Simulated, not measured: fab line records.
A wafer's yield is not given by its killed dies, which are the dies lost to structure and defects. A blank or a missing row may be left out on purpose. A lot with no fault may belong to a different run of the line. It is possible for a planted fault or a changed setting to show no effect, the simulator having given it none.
Which tool was responsible? ; flow nandHarc ; Sampling: 6 lots, 18 wafers, 2 of 1302 route steps

WHAT THE GAUGES SHOWED, per wafer
NHARC_P_ZERO_WELL_CD_MEAS_24 targets a cd of 720 nm.
lot;measured;on;cdNm (nm)
L172;day 2 11:41;cdSem-01;715.5 720.9 715.2
L174;day 3 04:38;cdSem-01;- - -
L184;day 7 08:27;cdSem-02;718.5 720.6 721.7
L186;day 8 04:41;cdSem-02;721.0 716.3 715.2
L190;day 9 20:33;cdSem-01;719.9 724.9 724.1
L194;day 11 12:34;cdSem-02;722.8 719.6 720.8

TOOL THAT RAN EACH LOT (tool first, then ch and the chambers of the sampled wafers, then the start)
lot;NHARC_P_ZERO_WELL_EXPOSE_21
L172;krfScanner-03 ch 0, day 2 11:32
L174;krfScanner-01 ch 0, day 3 04:29
L184;krfScanner-03 ch 0, day 7 08:17
L186;krfScanner-01 ch 0, day 8 04:32
L190;krfScanner-03 ch 0, day 9 20:24
L194;krfScanner-01 ch 0, day 11 12:25
- NHARC_P_ZERO_WELL_EXPOSE_21: exposes mask P NWELL, target cd 720 nm.

THE ANSWER, worked out from the rows above alone
Rule: the usual values come from the lots themselves. The widest of any qualifying gaps counts: lots, ordered by their means at a reading, are off when they make up no more than a third of the lots, leave a main group of 4 or more, and stand apart from it by 3 or more times the standard deviation of that group's means. A main group whose means are all the same, to the digits that the tables above print for the reading, isn't used. A lot without any number at a reading at which 4 lots or more have one is off too. All remaining lots with rows at the step are treated as sound.
Off at NHARC_P_ZERO_WELL_CD_MEAS_24 (cdNm): L174. Without a number there: L174. The main group: mean 719.8 nm, standard deviation 2.2.
If a tool, at a process step before that reading, ran all the lots that are off and no sound lot after the first of them, it fits. Gauges at NHARC_P_ZERO_WELL_CD_MEAS_24: tried the same way as those tools. Not one of the candidates tried fits.

WHAT THE SIMULATOR HAD INSERTED
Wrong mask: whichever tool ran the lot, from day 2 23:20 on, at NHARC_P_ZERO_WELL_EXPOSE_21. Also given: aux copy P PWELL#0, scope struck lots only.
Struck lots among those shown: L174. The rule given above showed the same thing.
